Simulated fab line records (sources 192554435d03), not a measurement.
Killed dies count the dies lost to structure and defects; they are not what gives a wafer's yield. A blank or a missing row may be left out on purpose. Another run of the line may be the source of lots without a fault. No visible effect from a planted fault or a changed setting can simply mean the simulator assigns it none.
Chamber matching    flow n5_finfet    N5_BEOL_M6_ETCH_66 on rie_diel-03: 4 sister chambers
The step etches SOC in N2/H2, target depth 80 nm, overetch 16 nm, time 120 s. 14 wafers are shown with their chamber, then 7 later ones without.

## EACH WAFER AND ITS CHAMBER
wafer   chamber  showerhead_plenum_p_Torr (Torr)  throttle_valve_pct (%)  drypump_motor_current_A (A)
L077.1  0        2.55                             17.53                   5.0
L077.2  3        2.70                             17.59                   4.8
L077.5  0        2.55                             17.54                   5.0
L076.1  0        2.55                             17.54                   5.0
L076.5  3        2.70                             17.59                   4.9
L076.6  0        2.55                             17.55                   5.0
L082.1  3        2.69                             17.61                   4.9
L082.2  0        2.55                             17.57                   5.0
L082.5  0        2.55                             17.55                   5.0
L085.3  0        2.54                             17.57                   5.0
L085.5  2        2.39                             17.96                   5.2
L085.6  1        2.49                             17.39                   5.8
L087.4  2        2.39                             17.96                   5.3
L087.5  3        2.69                             17.62                   4.9

SIGNATURES (averages over the wafers above)
reading                   chamber 0  chamber 1  chamber 2  chamber 3  scatter within a chamber
showerhead_plenum_p_Torr  2.5486     2.4900     2.3900     2.6950     0.00431
throttle_valve_pct        17.5500    17.3900    17.9600    17.6025    0.0144
drypump_motor_current_A   5.000      5.800      5.250      4.875      0.0354
Rule: a wafer's distance from a chamber is the root of the sum, over the readings, of the square of ((its reading less the chamber's mean) divided by the reading's scatter). The wafer belongs to the nearest chamber; if the next one is less than 2 further off, it can't be placed. The scatter: the root of (the sum of the squares of (reading less its chamber's mean) over the shown wafers, divided by (wafers less chambers)).

## WAFERS WITH NO CHAMBER GIVEN
wafer   showerhead_plenum_p_Torr (Torr)  throttle_valve_pct (%)  drypump_motor_current_A (A)
L087.6  2.54                             17.58                   5.0
L088.1  2.54                             17.58                   5.0
L088.2  2.39                             17.96                   5.3
L088.4  2.69                             17.65                   4.9
L094.1  2.54                             17.62                   5.0
L094.2  2.69                             17.65                   4.9
L094.5  2.54                             17.60                   5.0

## THE CHAMBER EACH PASSED THROUGH
wafer   from the rows above  in truth
L087.6  0                    0
L088.1  0                    0
L088.2  2                    2
L088.4  3                    3
L094.1  0                    0
L094.2  3                    3
L094.5  0                    0
Placed correctly: 7 of 7. Left unplaced by these rows: 0. Placed wrongly: 0.
